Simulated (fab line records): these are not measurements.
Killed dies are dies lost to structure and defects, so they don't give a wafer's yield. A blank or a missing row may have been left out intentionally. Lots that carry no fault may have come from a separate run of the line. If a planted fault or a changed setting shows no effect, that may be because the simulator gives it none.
Comparing a struck lot with a sound one :: flow n5Finfet :: 41 steps out of a route of 1938
Sound: these wafers, L777.4, L777.5, L777.6. Struck: wafer L767.2 (left out: L767.1, L767.4 of the same lot, which were not struck); the cause appears at the end.
Order at every step that has rows: each side's tool, ch and its chambers, its first start. Under that, the readings that differ: sound wafers :: struck wafers :: difference of the means :: sigmas: that difference in standard deviations of wafers without a fault.
alike: a reading whose means differ by less than 2 such deviations, as well as words and numbers matching on both sides. not compared: withheld readings; readings where some wafer has no value; bounds like >300 that might hide an equal value; numbers whose values overlap and for which the record gives no deviation.
Wherever a step has rows on one side only, a row that says differs or no value, or a row with sigmas, the two part there. Non-overlapping numbers with no deviation appear without sigmas and do not part them. Lack of a reading on every wafer of one side parts them only where that side has two or more wafers.

first, 9 steps without rows for these wafers: N5_MOL_CONTACT_COAG_PRE_CLEAN_121; N5_MOL_CONTACT_COAG_CVD_140 (deposits W, target thk 66.5 nm, time 215 s); N5_MOL_CONTACT_COAG_PRECLEAN_127 (cleans in DIW, time 57.5 s); N5_MOL_CONTACT_COAG_SRD_128 (dry time 32 s); N5_MOL_CONTACT_COAG_CMP_52 (polishes, stops on SiO2, t overpolish 1.5 s, target thk 66.5 nm); N5_MOL_CONTACT_COAG_ANNEAL_112 (time 1800 s); N5_BEOL_M0_SAQP_PECVD_00 (deposits SiCN from 3MS/NH3, target thk 8 nm, time 14 s); N5_BEOL_M0_SAQP_ILD_DEP_01 (deposits SiOC from DEMS/O2, target thk 45.419 nm, time 8.7 s); N5_BEOL_M0_SAQP_HM_DEP_02 (deposits TiN, target thk 12 nm).
N5_BEOL_M0_SAQP_PECVD_03: deposits SiCN from 3MS/NH3, target thk 12 nm, time 21.1 s.
  sound on pecvd-02 ch 0,1,2, day 10 01:19; struck on pecvd-04 ch 1, day 7 15:35
reading: runLengthS (s)
sound: 51.8 50.5 52.0
struck: 57.5
difference: +6.1
sigmas: +10

reading: model.SiCN_of_BEOL_M0_SAQP_PECVD_03.thkNm (nm)
sound: 12 12 12.2
struck: 15.2
difference: +3.1
sigmas: 
  alike: chamberPressureTorr, showerheadPlenumPTorr, throttleValvePct
then, 25 steps without rows for these wafers: N5_BEOL_M0_SAQP_PECVD_96 (deposits a-Si from SiH4/He, target thk 45 nm, time 45.2 s); N5_BEOL_M0_SAQP_PECVD_97 (deposits SiNx from SiH4/NH3/N2, target thk 23 nm, time 19.9 s); N5_BEOL_M0_SAQP_PECVD_04 (deposits a-Si from SiH4/He, target thk 60 nm, time 60.2 s); N5_BEOL_M0_SAQP_HM_DEP_111 (deposits SiO2 from SiH4/N2O, target thk 12 nm, time 7.2 s); N5_BEOL_M0_SAQP_COAT_81 (time 60 s, resist thk 100 nm); N5_BEOL_M0_SAQP_COAT_82 (time 60 s, resist thk 30 nm); N5_BEOL_M0_SAQP_COAT_08 (resist thk 90 nm); N5_BEOL_M0_SAQP_EBR_10; N5_BEOL_M0_SAQP_SOFTBAKE_09 (time 60 s); N5_BEOL_M0_SAQP_EXPOSE_11 (exposes mask M0 CORE, target cd 42 nm); N5_BEOL_M0_SAQP_PEB_12 (peb time 60 s); N5_BEOL_M0_SAQP_DEVELOP_13 (develop time 30 s); N5_BEOL_M0_SAQP_DESCUM_19 (chemistry O2, time 7.9 s); N5_BEOL_M0_SAQP_ETCH_83 (etches SiARC in CF4, target depth 39 nm, time 65 s); N5_BEOL_M0_SAQP_ETCH_84 (etches SOC in N2/H2, target depth 100 nm, overetch 20 nm, time 150 s); N5_BEOL_M0_SAQP_STRIP_80 (strips in N2/H2); N5_BEOL_M0_SAQP_HM_OPEN_112 (chemistry CHF3/O2, target SiO2, stops on a-Si, target depth 12 nm, time 13.5 s); N5_BEOL_M0_SAQP_STRIP_113 (strips in CHF3/O2); N5_BEOL_M0_SAQP_MANDREL_ETCH_20 (etches a-Si in HBr/Cl2, stops on SiNx, target depth 60 nm, bt time 10 s, time 30 s); N5_BEOL_M0_SAQP_STRIP_86 (strips in N2/H2); N5_BEOL_M0_SAQP_STRIP_115 (strips in post etch residue remover, time 60 s); N5_BEOL_M0_SAQP_SRD_93 (time 30 s); N5_BEOL_M0_SAQP_RECESS_114 (chemistry HF/NH3, target SiO2, target depth 14.4 nm, afs cycles 3, sublimation time 60 s); N5_BEOL_M0_SAQP_SPACER1_ALD_98 (deposits SiO2, target thk 12.8 nm, pulse time 1 s, purge time 2 s); N5_BEOL_M0_SAQP_SPACER1_ETCHBACK_99 (etches SiO2 in CHF3/O2, target depth 15.4 nm, time 7.7 s).
N5_BEOL_M0_SAQP_RECESS_109: chemistry HF/NH3, target SiO2, target depth 3 nm, afs cycles 1, sublimation time 60 s.
  sound on vaporEtch-02 ch 0,1, day 10 04:53; struck on vaporEtch-02 ch 1, day 7 19:04
reading: model.SiCN_of_BEOL_M0_SAQP_PECVD_03.thkNm (nm)
sound: 8.4 8.6 8.6
struck: 11.4
difference: +2.9
sigmas: 
  alike: drypumpMotorCurrentA, forelinePTorr, tempC
N5_BEOL_M0_ETCH_138: etches SiCN in CH3F/O2, target depth 12 nm, time 31.6 s.
  sound on rieDiel-02 ch 1,2, day 10 07:47; struck on rieDiel-06 ch 3, day 7 22:28
reading: model.etch.depthNm (nm)
sound: 8.481 8.556 8.658
struck: 9.231
difference: +0.666
sigmas: 

reading: model.SiO2_of_BEOL_M0_SAQP_SPACER2_ALD_26.thkNm (nm)
sound: 5.2 5.2 5.2
struck: 4.8
difference: -0.4
sigmas: 
  alike: drypumpMotorCurrentA, etchRfOnTimeS, oesProductAu, rfVppV, showerheadPlenumPTorr, throttleValvePct
  not compared: rfHoursCounterH
N5_BEOL_M0_HM_OPEN_105: chemistry Cl2/BCl3, target TiN, target depth 12 nm.
  sound on rieMetal-02 ch 0,1, day 10 10:20; struck on rieMetal-02 ch 0, day 8 00:42
reading: rfHoursCounterH (h)
sound: - - -
struck: 39
difference: no value on the sound wafers
sigmas: 

reading: model.SiO2_of_BEOL_M0_SAQP_SPACER2_ALD_26.thkNm (nm)
sound: 2.8 2.6 2.8
struck: 2.4
difference: -0.3
sigmas: 
  alike: drypumpMotorCurrentA, oesProductAu, throttleValvePct
N5_BEOL_M0_ETCH_128: etches SiCN in CF4/N2, target depth 12 nm, overetch 5.1 nm, time 21.4 s.
  sound on rieDiel-06 ch 0,1, day 10 10:36; struck on rieDiel-02 ch 1, day 8 01:16
reading: model.etch.depthNm (nm)
sound: 8.481 8.556 8.658
struck: 11.47
difference: +2.91
sigmas: 
  alike: cf4FlowSccm, drypumpMotorCurrentA, n2FlowSccm, oesProductAu, rfVppV, showerheadPlenumPTorr, throttleValvePct
  not compared: rfHoursCounterH
N5_BEOL_M4_RC_MEAS_101:
  sound on prober-01 ch 0, day 12 10:42; struck on prober-02 ch 0, day 9 23:50
  alike: DIBL_N, DIBL_P, IOFF_N, IOFF_P, ION_N, ION_P, SS_N, SS_P, VT_N, VT_P
-- record jumps: 4 days separate the struck wafers' starts on either side; left off in module BEOL_M4, taken up again in module PASSIVATION, whose first shown step is the route's number 1936 --
N5_PASSIVATION_PROBE_49:
  only the struck wafers here have rows in the record (prober-01, day 14 00:55); the sound ones have none

## WHERE THEY PART
Earliest at N5_BEOL_M0_SAQP_PECVD_03; latest, in this record, at N5_PASSIVATION_PROBE_49.

WHY: what the simulator had put in
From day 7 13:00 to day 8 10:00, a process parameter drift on pecvd-04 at N5_BEOL_M0_SAQP_PECVD_03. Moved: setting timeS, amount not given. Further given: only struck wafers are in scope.
